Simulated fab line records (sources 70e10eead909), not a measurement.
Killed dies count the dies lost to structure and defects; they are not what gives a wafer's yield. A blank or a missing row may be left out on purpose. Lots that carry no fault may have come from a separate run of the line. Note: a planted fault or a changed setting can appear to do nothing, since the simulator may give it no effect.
Which tool was responsible? :: flow nand_harc :: 72 wafers from 24 lots sampled at 2 of the route's 1302 steps

WHAT THE GAUGES READ, wafer by wafer
NHARC_A_M1_CD_MEAS_16. Usual: 120.2 nm for cd_nm, sd 1.
lot: L074
measured: day 22 13:42
on: cd_sem-01
cd_nm (nm): 120.3 118.4 118.3
flag: 

lot: L075
measured: day 23 02:04
on: cd_sem-01
cd_nm (nm): 121.7 120.5 119.5
flag: 

lot: L076
measured: day 23 11:15
on: cd_sem-02
cd_nm (nm): 119.9 120.0 119.0
flag: 

lot: L077
measured: day 23 15:37
on: cd_sem-02
cd_nm (nm): 120.1 119.8 120.4
flag: 

lot: L078
measured: day 23 17:38
on: cd_sem-03
cd_nm (nm): 120.7 119.8 119.4
flag: 

lot: L079
measured: day 24 19:07
on: cd_sem-02
cd_nm (nm): 118.0 122.7 121.7
flag: 

lot: L081
measured: day 25 14:14
on: cd_sem-02
cd_nm (nm): 121.1 119.2 120.7
flag: 

lot: L080
measured: day 25 15:40
on: cd_sem-03
cd_nm (nm): 120.7 118.7 120.3
flag: 

lot: L082
measured: day 26 07:35
on: cd_sem-02
cd_nm (nm): 119.4 120.8 119.6
flag: 

lot: L084
measured: day 27 01:24
on: cd_sem-03
cd_nm (nm): 119.4 120.6 119.6
flag: 

lot: L083
measured: day 27 08:07
on: cd_sem-02
cd_nm (nm): 121.5 119.9 119.8
flag: 

lot: L085
measured: day 27 13:53
on: cd_sem-01
cd_nm (nm): 119.1 118.2 119.0
flag: 

lot: L087
measured: day 27 16:10
on: cd_sem-01
cd_nm (nm): 120.6 118.3 122.1
flag: 

lot: L086
measured: day 27 18:19
on: cd_sem-02
cd_nm (nm): 119.0 120.3 118.8
flag: 

lot: L089
measured: day 28 11:16
on: cd_sem-02
cd_nm (nm): 121.9 120.0 119.8
flag: 

lot: L088
measured: day 28 13:03
on: cd_sem-01
cd_nm (nm): 121.1 119.4 121.4
flag: 

lot: L090
measured: day 29 11:26
on: cd_sem-01
cd_nm (nm): 119.9 121.6 119.3
flag: 

lot: L091
measured: day 29 12:48
on: cd_sem-02
cd_nm (nm): 122.4 117.8 122.3
flag: 

lot: L093
measured: day 30 18:41
on: cd_sem-01
cd_nm (nm): 120.8 119.9 120.8
flag: 

lot: L094
measured: day 30 21:28
on: cd_sem-01
cd_nm (nm): 119.7 120.9 121.7
flag: 

lot: L092
measured: day 31 04:59
on: cd_sem-03
cd_nm (nm): 119.6 121.8 119.9
flag: 

lot: L095
measured: day 31 14:59
on: cd_sem-03
cd_nm (nm): 118.2 119.3 119.3
flag: 

lot: L096
measured: day 31 15:55
on: cd_sem-03
cd_nm (nm): 119.3 119.3 121.9
flag: 

lot: L097
measured: day 32 03:56
on: cd_sem-02
cd_nm (nm): 120.4 120.8 119.6
flag: 

EACH LOT AND THE TOOL THAT RAN IT (in order: tool; ch and the chambers of the sampled wafers; start)
lot: L074
NHARC_A_M1_ETCH_15: rie_diel-10 ch 0,1,3, day 22 13:42 or earlier

lot: L075
NHARC_A_M1_ETCH_15: rie_diel-10 ch 0,1, day 23 02:04 or earlier

lot: L076
NHARC_A_M1_ETCH_15: rie_diel-01 ch 0,2,3, day 23 11:15 or earlier

lot: L077
NHARC_A_M1_ETCH_15: rie_diel-02 ch 1,2, day 23 15:37 or earlier

lot: L078
NHARC_A_M1_ETCH_15: rie_diel-02 ch 0,2, day 23 17:38 or earlier

lot: L079
NHARC_A_M1_ETCH_15: rie_diel-10 ch 0,1,3, day 24 19:07 or earlier

lot: L081
NHARC_A_M1_ETCH_15: rie_diel-10 ch 2,3, day 25 14:14 or earlier

lot: L080
NHARC_A_M1_ETCH_15: rie_diel-10 ch 1,3, day 25 15:40 or earlier

lot: L082
NHARC_A_M1_ETCH_15: rie_diel-01 ch 0,2, day 26 07:35 or earlier

lot: L084
NHARC_A_M1_ETCH_15: rie_diel-02 ch 0,2, day 27 01:24 or earlier

lot: L083
NHARC_A_M1_ETCH_15: rie_diel-02 ch 0,2,3, day 27 08:07 or earlier

lot: L085
NHARC_A_M1_ETCH_15: rie_diel-10 ch 0,1,3, day 27 13:53 or earlier

lot: L087
NHARC_A_M1_ETCH_15: rie_diel-10 ch 0,1, day 27 16:10 or earlier

lot: L086
NHARC_A_M1_ETCH_15: rie_diel-01 ch 0,3, day 27 18:19 or earlier

lot: L089
NHARC_A_M1_ETCH_15: rie_diel-02 ch 0,2,3, day 28 11:16 or earlier

lot: L088
NHARC_A_M1_ETCH_15: rie_diel-01 ch 0,1, day 28 13:03 or earlier

lot: L090
NHARC_A_M1_ETCH_15: rie_diel-01 ch 0,1,2, day 29 11:26 or earlier

lot: L091
NHARC_A_M1_ETCH_15: rie_diel-10 ch 0,1,3, day 29 12:48 or earlier

lot: L093
NHARC_A_M1_ETCH_15: rie_diel-10 ch 2,3, day 30 18:41 or earlier

lot: L094
NHARC_A_M1_ETCH_15: rie_diel-10 ch 2,3, day 30 21:28 or earlier

lot: L092
NHARC_A_M1_ETCH_15: rie_diel-02 ch 0,2,3, day 31 04:59 or earlier

lot: L095
NHARC_A_M1_ETCH_15: rie_diel-02 ch 0,3, day 31 14:59 or earlier

lot: L096
NHARC_A_M1_ETCH_15: rie_diel-02 ch 2,3, day 31 15:55 or earlier

lot: L097
NHARC_A_M1_ETCH_15: rie_diel-01 ch 0,2,3, day 32 03:56 or earlier
- NHARC_A_M1_ETCH_15: etches the open film in C4F8/Ar, target depth 182.5 nm, time 91.2 s.

AS READ BY THE TOOLS THEMSELVES (means over the sampled wafers that have a number; for cases with no such wafer, the mark the record gives instead)
NHARC_A_M1_ETCH_15. Usual: oes_product_au 0.951 a.u., standard deviation 0.024; rf_vpp_V 440.5 V, standard deviation 2.7.
lot: L074
tool: rie_diel-10
oes_product_au (a.u.): 0.925
rf_vpp_V (V): 442.7
flag: 

lot: L075
tool: rie_diel-10
oes_product_au (a.u.): 0.958
rf_vpp_V (V): 442.9
flag: 

lot: L076
tool: rie_diel-01
oes_product_au (a.u.): 0.922
rf_vpp_V (V): 439.1
flag: 

lot: L077
tool: rie_diel-02
oes_product_au (a.u.): 0.947
rf_vpp_V (V): 440.3
flag: 

lot: L078
tool: rie_diel-02
oes_product_au (a.u.): 0.960
rf_vpp_V (V): 439.2
flag: 

lot: L079
tool: rie_diel-10
oes_product_au (a.u.): 0.975
rf_vpp_V (V): 441.4
flag: 

lot: L081
tool: rie_diel-10
oes_product_au (a.u.): 0.970
rf_vpp_V (V): 441.2
flag: 

lot: L080
tool: rie_diel-10
oes_product_au (a.u.): 0.921
rf_vpp_V (V): 442.5
flag: 

lot: L082
tool: rie_diel-01
oes_product_au (a.u.): 0.954
rf_vpp_V (V): 442.9
flag: 

lot: L084
tool: rie_diel-02
oes_product_au (a.u.): 0.956
rf_vpp_V (V): 437.5
flag: 

lot: L083
tool: rie_diel-02
oes_product_au (a.u.): 0.928
rf_vpp_V (V): 437.9
flag: 

lot: L085
tool: rie_diel-10
oes_product_au (a.u.): 0.956
rf_vpp_V (V): 442.4
flag: 

lot: L087
tool: rie_diel-10
oes_product_au (a.u.): 0.972
rf_vpp_V (V): 441.4
flag: 

lot: L086
tool: rie_diel-01
oes_product_au (a.u.): 0.943
rf_vpp_V (V): 442.2
flag: 

lot: L089
tool: rie_diel-02
oes_product_au (a.u.): 0.924
rf_vpp_V (V): 438.5
flag: 

lot: L088
tool: rie_diel-01
oes_product_au (a.u.): 0.969
rf_vpp_V (V): 443.8
flag: 

lot: L090
tool: rie_diel-01
oes_product_au (a.u.): 0.916
rf_vpp_V (V): 441.9
flag: 

lot: L091
tool: rie_diel-10
oes_product_au (a.u.): 0.965
rf_vpp_V (V): 443.1
flag: 

lot: L093
tool: rie_diel-10
oes_product_au (a.u.): 0.971
rf_vpp_V (V): 441.5
flag: 

lot: L094
tool: rie_diel-10
oes_product_au (a.u.): 0.933
rf_vpp_V (V): 442.0
flag: 

lot: L092
tool: rie_diel-02
oes_product_au (a.u.): 0.957
rf_vpp_V (V): 438.7
flag: 

lot: L095
tool: rie_diel-02
oes_product_au (a.u.): 0.916
rf_vpp_V (V): 437.5
flag: 

lot: L096
tool: rie_diel-02
oes_product_au (a.u.): 0.974
rf_vpp_V (V): 438.3
flag: 

lot: L097
tool: rie_diel-01
oes_product_au (a.u.): 0.963
rf_vpp_V (V): 440.2
flag: 

THE ANSWER, worked out from the rows above alone
Rule: a lot counts as off when the mean over its wafers that have a number is more than 3 standard deviations away from the usual mean. A lot without any number at a reading at which 4 lots or more have one is off too. All remaining lots with rows at the step are treated as sound. First the gauges in route order, then the tools' own readings, where a lot's mean is used as printed above. At the first step where some lot is off, the reading lying furthest off is the one used; lots without a number count as furthest.
Nothing can be told from this: no lot is off at any reading shown.

WHAT THE SIMULATOR PUT IN
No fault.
